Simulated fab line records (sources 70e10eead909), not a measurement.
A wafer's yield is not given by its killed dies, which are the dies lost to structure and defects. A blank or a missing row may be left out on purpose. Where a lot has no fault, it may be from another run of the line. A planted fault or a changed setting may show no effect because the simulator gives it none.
Which tool did it? || flow nand_harc || 12 lots with 36 wafers sampled at 5 steps, on a route of 1302 steps

WHAT THE GAUGES SHOWED, per wafer
NHARC_A_STAIRCASE_INSPECT_155. Usual: raw_defect_count 406, standard deviation 110.
{"lot": "L308", "measured": "day 20 00:05", "on": "defect_inspect-02", "raw_defect_count": "251 295 324", "flag": ""}
{"lot": "L309", "measured": "day 20 00:34", "on": "defect_inspect-01", "raw_defect_count": "401 451 447", "flag": ""}
{"lot": "L311", "measured": "day 20 11:37", "on": "defect_inspect-01", "raw_defect_count": "429 428 564", "flag": ""}
{"lot": "L317", "measured": "day 24 02:46", "on": "defect_inspect-02", "raw_defect_count": "399 301 391", "flag": ""}
{"lot": "L320", "measured": "day 25 02:55", "on": "defect_inspect-01", "raw_defect_count": "240 196 356", "flag": ""}
{"lot": "L321", "measured": "day 25 03:05", "on": "defect_inspect-02", "raw_defect_count": "540 356 264", "flag": ""}
{"lot": "L322", "measured": "day 25 12:43", "on": "defect_inspect-02", "raw_defect_count": "456 528 510", "flag": ""}
{"lot": "L327", "measured": "day 27 07:21", "on": "defect_inspect-01", "raw_defect_count": "507 561 428", "flag": ""}
{"lot": "L326", "measured": "day 27 07:28", "on": "defect_inspect-02", "raw_defect_count": "543 638 355", "flag": ""}
{"lot": "L325", "measured": "day 27 07:41", "on": "defect_inspect-02", "raw_defect_count": "466 288 378", "flag": ""}
{"lot": "L329", "measured": "day 28 02:31", "on": "defect_inspect-02", "raw_defect_count": "300 326 515", "flag": ""}
{"lot": "L330", "measured": "day 28 17:47", "on": "defect_inspect-01", "raw_defect_count": "459 442 354", "flag": ""}

NHARC_END_SORT_01. Usual: killed_at_array 55, standard deviation 20; killed_at_other 1.2, standard deviation 1.3; killed_at_periphery 4.0, standard deviation 3; killed_dies 60, standard deviation 21; killed_open 3.2, standard deviation 1.9; killed_short 2.5, standard deviation 1.6.
{"lot": "L317", "measured": "day 29 12:41", "on": "prober-02", "killed_at_array": "60 31 28", "killed_at_other": "2 2 2", "killed_at_periphery": "5 3 9", "killed_dies": "67 36 39", "killed_open": "3 3 4", "killed_short": "5 1 2", "flag": ""}
{"lot": "L320", "measured": "day 30 05:29", "on": "prober-02", "killed_at_array": "86 83 83", "killed_at_other": "0 0 1", "killed_at_periphery": "3 2 4", "killed_dies": "89 85 88", "killed_open": "7 3 2", "killed_short": "2 3 3", "flag": ""}

EACH LOT AND THE TOOL THAT RAN IT (in order: tool; ch and the chambers of the sampled wafers; start)
{"lot": "L308", "NHARC_A_STAIRCASE_CMP_450": "cmp-01 ch 0,1,3, day 19 22:19", "NHARC_A_SGD_CUT_ETCH_58": "rie_diel-05 ch 0,1, day 20 01:02", "NHARC_A_SGD_CUT_ETCH_59": "rie_diel-05 ch 0,3, no start"}
{"lot": "L309", "NHARC_A_STAIRCASE_CMP_450": "cmp-03 ch 0,2, day 19 22:46", "NHARC_A_SGD_CUT_ETCH_58": "rie_diel-09 ch 1,2,3, day 20 01:30", "NHARC_A_SGD_CUT_ETCH_59": "rie_diel-09 ch 0,2, no start"}
{"lot": "L311", "NHARC_A_STAIRCASE_CMP_450": "cmp-04 ch 0,1,3, day 20 09:47", "NHARC_A_SGD_CUT_ETCH_58": "rie_diel-05 ch 0,1,3, day 20 12:48", "NHARC_A_SGD_CUT_ETCH_59": "rie_diel-05 ch 1,2,3, no start"}
{"lot": "L317", "NHARC_A_STAIRCASE_CMP_450": "cmp-04 ch 2,3, day 24 00:59", "NHARC_A_SGD_CUT_ETCH_58": "rie_diel-09 ch 0,1, day 24 03:42", "NHARC_A_SGD_CUT_ETCH_59": "rie_diel-09 ch 0,2,3, day 29 12:41 or earlier"}
{"lot": "L320", "NHARC_A_STAIRCASE_CMP_450": "cmp-04 ch 0,1,2, day 25 01:08", "NHARC_A_SGD_CUT_ETCH_58": "rie_diel-09 ch 0,1, day 25 03:58", "NHARC_A_SGD_CUT_ETCH_59": "rie_diel-09 ch 1,3, day 30 05:29 or earlier"}
{"lot": "L321", "NHARC_A_STAIRCASE_CMP_450": "cmp-03 ch 0,2, day 25 01:16", "NHARC_A_SGD_CUT_ETCH_58": "rie_diel-05 ch 0,2, day 25 04:08", "NHARC_A_SGD_CUT_ETCH_59": "rie_diel-05 ch 1,2,3, no start"}
{"lot": "L322", "NHARC_A_STAIRCASE_CMP_450": "cmp-04 ch 0,3, day 25 10:56", "NHARC_A_SGD_CUT_ETCH_58": "rie_diel-06 ch 0,3, day 25 13:40", "NHARC_A_SGD_CUT_ETCH_59": "rie_diel-06 ch 0,1,2, no start"}
{"lot": "L327", "NHARC_A_STAIRCASE_CMP_450": "cmp-01 ch 0,1, day 27 05:28", "NHARC_A_SGD_CUT_ETCH_58": "rie_diel-09 ch 0,2,3, day 27 08:25", "NHARC_A_SGD_CUT_ETCH_59": "rie_diel-09 ch 1,2,3, no start"}
{"lot": "L326", "NHARC_A_STAIRCASE_CMP_450": "cmp-04 ch 0,1,3, day 27 05:35", "NHARC_A_SGD_CUT_ETCH_58": "rie_diel-05 ch 1,2, day 27 08:34", "NHARC_A_SGD_CUT_ETCH_59": "rie_diel-05 ch 0,3, no start"}
{"lot": "L325", "NHARC_A_STAIRCASE_CMP_450": "cmp-03 ch 0,3, day 27 05:52", "NHARC_A_SGD_CUT_ETCH_58": "rie_diel-06 ch 0,1,2, day 27 08:46", "NHARC_A_SGD_CUT_ETCH_59": "rie_diel-06 ch 0,1, no start"}
{"lot": "L329", "NHARC_A_STAIRCASE_CMP_450": "cmp-01 ch 0,1, day 28 00:41", "NHARC_A_SGD_CUT_ETCH_58": "rie_diel-06 ch 0,2,3, day 28 03:35", "NHARC_A_SGD_CUT_ETCH_59": "rie_diel-06 ch 0,1,2, no start"}
{"lot": "L330", "NHARC_A_STAIRCASE_CMP_450": "cmp-04 ch 0,2,3, day 28 16:01", "NHARC_A_SGD_CUT_ETCH_58": "rie_diel-09 ch 0,3, day 28 18:44", "NHARC_A_SGD_CUT_ETCH_59": "rie_diel-09 ch 0,1,2, no start"}
- NHARC_A_STAIRCASE_CMP_450: polishes SiO2, target thk 200 nm.
- NHARC_A_SGD_CUT_ETCH_58: etches the open film in CF4, target depth 39 nm, time 65 s.
- NHARC_A_SGD_CUT_ETCH_59: etches the open film in N2/H2, target depth 260 nm, time 406.25 s.

WHAT THE TOOLS THEMSELVES READ (means of the sampled wafers that have a number; where no wafer has one, the mark that the record gives instead)
NHARC_A_STAIRCASE_CMP_450. Usual: motor_current_A 11.9 A, standard deviation 1.5; slurry_filter_dp_kPa 13.49 kPa, standard deviation 0.14.
{"lot": "L308", "tool": "cmp-01", "motor_current_A (A)": 12.2, "slurry_filter_dp_kPa (kPa)": 13.53, "flag": ""}
{"lot": "L309", "tool": "cmp-03", "motor_current_A (A)": 10.7, "slurry_filter_dp_kPa (kPa)": 13.49, "flag": ""}
{"lot": "L311", "tool": "cmp-04", "motor_current_A (A)": 12.2, "slurry_filter_dp_kPa (kPa)": 13.34, "flag": ""}
{"lot": "L317", "tool": "cmp-04", "motor_current_A (A)": 10.7, "slurry_filter_dp_kPa (kPa)": 13.66, "flag": ""}
{"lot": "L320", "tool": "cmp-04", "motor_current_A (A)": 11.4, "slurry_filter_dp_kPa (kPa)": 13.45, "flag": ""}
{"lot": "L321", "tool": "cmp-03", "motor_current_A (A)": 11.4, "slurry_filter_dp_kPa (kPa)": 13.63, "flag": ""}
{"lot": "L322", "tool": "cmp-04", "motor_current_A (A)": 12.8, "slurry_filter_dp_kPa (kPa)": 13.56, "flag": ""}
{"lot": "L327", "tool": "cmp-01", "motor_current_A (A)": 11.6, "slurry_filter_dp_kPa (kPa)": 13.50, "flag": ""}
{"lot": "L326", "tool": "cmp-04", "motor_current_A (A)": 12.2, "slurry_filter_dp_kPa (kPa)": 13.32, "flag": ""}
{"lot": "L325", "tool": "cmp-03", "motor_current_A (A)": 11.2, "slurry_filter_dp_kPa (kPa)": 13.46, "flag": ""}
{"lot": "L329", "tool": "cmp-01", "motor_current_A (A)": 13.6, "slurry_filter_dp_kPa (kPa)": 13.60, "flag": ""}
{"lot": "L330", "tool": "cmp-04", "motor_current_A (A)": 11.6, "slurry_filter_dp_kPa (kPa)": 13.57, "flag": ""}

NHARC_A_SGD_CUT_ETCH_58. Usual: cf4_flow_sccm 150.1 sccm, standard deviation 0.48; drypump_motor_current_A 5.7 A, standard deviation 0.49; oes_product_au 1.000 a.u., standard deviation 0.012; rf_vpp_V 150.9 V, standard deviation 1; showerhead_plenum_p_Torr 1.74 Torr, standard deviation 0.069; throttle_valve_pct 13.285 %, standard deviation 0.0098.
{"lot": "L308", "tool": "rie_diel-05", "cf4_flow_sccm (sccm)": 150.1, "drypump_motor_current_A (A)": 5.7, "oes_product_au (a.u.)": 1.009, "rf_vpp_V (V)": 150.5, "showerhead_plenum_p_Torr (Torr)": 1.69, "throttle_valve_pct (%)": 13.274, "flag": ""}
{"lot": "L309", "tool": "rie_diel-09", "cf4_flow_sccm (sccm)": 150.1, "drypump_motor_current_A (A)": 5.3, "oes_product_au (a.u.)": 0.998, "rf_vpp_V (V)": 150.2, "showerhead_plenum_p_Torr (Torr)": 1.73, "throttle_valve_pct (%)": 13.292, "flag": ""}
{"lot": "L311", "tool": "rie_diel-05", "cf4_flow_sccm (sccm)": 150.0, "drypump_motor_current_A (A)": 5.7, "oes_product_au (a.u.)": 1.014, "rf_vpp_V (V)": 151.1, "showerhead_plenum_p_Torr (Torr)": 1.74, "throttle_valve_pct (%)": 13.282, "flag": ""}
{"lot": "L317", "tool": "rie_diel-09", "cf4_flow_sccm (sccm)": 150.7, "drypump_motor_current_A (A)": 5.7, "oes_product_au (a.u.)": 0.842, "rf_vpp_V (V)": 150.5, "showerhead_plenum_p_Torr (Torr)": 1.70, "throttle_valve_pct (%)": 13.279, "flag": "OFF"}
{"lot": "L320", "tool": "rie_diel-09", "cf4_flow_sccm (sccm)": 149.6, "drypump_motor_current_A (A)": 5.4, "oes_product_au (a.u.)": 0.851, "rf_vpp_V (V)": 150.3, "showerhead_plenum_p_Torr (Torr)": 1.73, "throttle_valve_pct (%)": 13.283, "flag": "OFF"}
{"lot": "L321", "tool": "rie_diel-05", "cf4_flow_sccm (sccm)": 149.9, "drypump_motor_current_A (A)": 5.1, "oes_product_au (a.u.)": 1.013, "rf_vpp_V (V)": 150.5, "showerhead_plenum_p_Torr (Torr)": 1.67, "throttle_valve_pct (%)": 13.287, "flag": ""}
{"lot": "L322", "tool": "rie_diel-06", "cf4_flow_sccm (sccm)": 149.9, "drypump_motor_current_A (A)": 5.8, "oes_product_au (a.u.)": 1.004, "rf_vpp_V (V)": 151.2, "showerhead_plenum_p_Torr (Torr)": 1.81, "throttle_valve_pct (%)": 13.287, "flag": ""}
{"lot": "L327", "tool": "rie_diel-09", "cf4_flow_sccm (sccm)": 150.0, "drypump_motor_current_A (A)": 5.6, "oes_product_au (a.u.)": 1.003, "rf_vpp_V (V)": 150.8, "showerhead_plenum_p_Torr (Torr)": 1.69, "throttle_valve_pct (%)": 13.288, "flag": ""}
{"lot": "L326", "tool": "rie_diel-05", "cf4_flow_sccm (sccm)": 150.1, "drypump_motor_current_A (A)": 5.4, "oes_product_au (a.u.)": 1.000, "rf_vpp_V (V)": 150.7, "showerhead_plenum_p_Torr (Torr)": 1.68, "throttle_valve_pct (%)": 13.282, "flag": ""}
{"lot": "L325", "tool": "rie_diel-06", "cf4_flow_sccm (sccm)": 150.5, "drypump_motor_current_A (A)": 6.0, "oes_product_au (a.u.)": 0.995, "rf_vpp_V (V)": 151.3, "showerhead_plenum_p_Torr (Torr)": 1.78, "throttle_valve_pct (%)": 13.289, "flag": ""}
{"lot": "L329", "tool": "rie_diel-06", "cf4_flow_sccm (sccm)": 150.2, "drypump_motor_current_A (A)": 6.1, "oes_product_au (a.u.)": 0.995, "rf_vpp_V (V)": 151.4, "showerhead_plenum_p_Torr (Torr)": 1.77, "throttle_valve_pct (%)": 13.292, "flag": ""}
{"lot": "L330", "tool": "rie_diel-09", "cf4_flow_sccm (sccm)": 150.4, "drypump_motor_current_A (A)": 5.9, "oes_product_au (a.u.)": 1.008, "rf_vpp_V (V)": 149.9, "showerhead_plenum_p_Torr (Torr)": 1.66, "throttle_valve_pct (%)": 13.283, "flag": ""}

NHARC_A_SGD_CUT_ETCH_59. Usual: drypump_motor_current_A 5.7 A, standard deviation 0.46; oes_product_au 0.999 a.u., standard deviation 0.013; rf_vpp_V 429.7 V, standard deviation 2.6; showerhead_plenum_p_Torr 2.01 Torr, standard deviation 0.091; throttle_valve_pct 14.172 %, standard deviation 0.0097.
{"lot": "L308", "tool": "rie_diel-05", "drypump_motor_current_A (A)": 5.7, "oes_product_au (a.u.)": 1.002, "rf_vpp_V (V)": 430.8, "showerhead_plenum_p_Torr (Torr)": 2.07, "throttle_valve_pct (%)": 14.169, "flag": ""}
{"lot": "L309", "tool": "rie_diel-09", "drypump_motor_current_A (A)": 5.7, "oes_product_au (a.u.)": 1.012, "rf_vpp_V (V)": 429.0, "showerhead_plenum_p_Torr (Torr)": 1.95, "throttle_valve_pct (%)": 14.177, "flag": ""}
{"lot": "L311", "tool": "rie_diel-05", "drypump_motor_current_A (A)": 5.7, "oes_product_au (a.u.)": 1.012, "rf_vpp_V (V)": 429.5, "showerhead_plenum_p_Torr (Torr)": 2.00, "throttle_valve_pct (%)": 14.170, "flag": ""}
{"lot": "L317", "tool": "rie_diel-09", "drypump_motor_current_A (A)": 5.6, "oes_product_au (a.u.)": 1.002, "rf_vpp_V (V)": 426.9, "showerhead_plenum_p_Torr (Torr)": 1.95, "throttle_valve_pct (%)": 14.163, "flag": ""}
{"lot": "L320", "tool": "rie_diel-09", "drypump_motor_current_A (A)": 5.3, "oes_product_au (a.u.)": 0.997, "rf_vpp_V (V)": 429.1, "showerhead_plenum_p_Torr (Torr)": 1.98, "throttle_valve_pct (%)": 14.177, "flag": ""}
{"lot": "L321", "tool": "rie_diel-05", "drypump_motor_current_A (A)": 5.8, "oes_product_au (a.u.)": 1.005, "rf_vpp_V (V)": 429.8, "showerhead_plenum_p_Torr (Torr)": 2.00, "throttle_valve_pct (%)": 14.175, "flag": ""}
{"lot": "L322", "tool": "rie_diel-06", "drypump_motor_current_A (A)": 6.0, "oes_product_au (a.u.)": 0.993, "rf_vpp_V (V)": 431.5, "showerhead_plenum_p_Torr (Torr)": 2.06, "throttle_valve_pct (%)": 14.168, "flag": ""}
{"lot": "L327", "tool": "rie_diel-09", "drypump_motor_current_A (A)": 5.3, "oes_product_au (a.u.)": 1.007, "rf_vpp_V (V)": 429.5, "showerhead_plenum_p_Torr (Torr)": 1.98, "throttle_valve_pct (%)": 14.165, "flag": ""}
{"lot": "L326", "tool": "rie_diel-05", "drypump_motor_current_A (A)": 5.3, "oes_product_au (a.u.)": 1.007, "rf_vpp_V (V)": 429.1, "showerhead_plenum_p_Torr (Torr)": 1.99, "throttle_valve_pct (%)": 14.171, "flag": ""}
{"lot": "L325", "tool": "rie_diel-06", "drypump_motor_current_A (A)": 5.6, "oes_product_au (a.u.)": 0.993, "rf_vpp_V (V)": 431.3, "showerhead_plenum_p_Torr (Torr)": 2.08, "throttle_valve_pct (%)": 14.178, "flag": ""}
{"lot": "L329", "tool": "rie_diel-06", "drypump_motor_current_A (A)": 6.0, "oes_product_au (a.u.)": 0.988, "rf_vpp_V (V)": 431.5, "showerhead_plenum_p_Torr (Torr)": 2.06, "throttle_valve_pct (%)": 14.179, "flag": ""}
{"lot": "L330", "tool": "rie_diel-09", "drypump_motor_current_A (A)": 5.4, "oes_product_au (a.u.)": 1.007, "rf_vpp_V (V)": 429.5, "showerhead_plenum_p_Torr (Torr)": 1.98, "throttle_valve_pct (%)": 14.181, "flag": ""}

THE ANSWER, worked out from the rows above alone
Rule: a lot counts as off when the mean over its wafers that have a number is more than 3 standard deviations away from the usual mean. Also off: a lot with no number at a reading for which 4 or more lots have one. Any other lot the step has rows for is counted as sound. Order of review: gauges by route order, followed by the tools' own readings, for which a lot's mean as printed above is used. At the first step where some lot is off, the reading lying furthest off is the one used; lots without a number count as furthest.
Off: L317, L320 (NHARC_A_SGD_CUT_ETCH_58, oes_product_au).
A tool fits if, at that step or a process step before it, it ran every lot that is off, and no sound lot after the first of them. No candidate that was tried fits.

WHAT THE SIMULATOR HAD PUT IN
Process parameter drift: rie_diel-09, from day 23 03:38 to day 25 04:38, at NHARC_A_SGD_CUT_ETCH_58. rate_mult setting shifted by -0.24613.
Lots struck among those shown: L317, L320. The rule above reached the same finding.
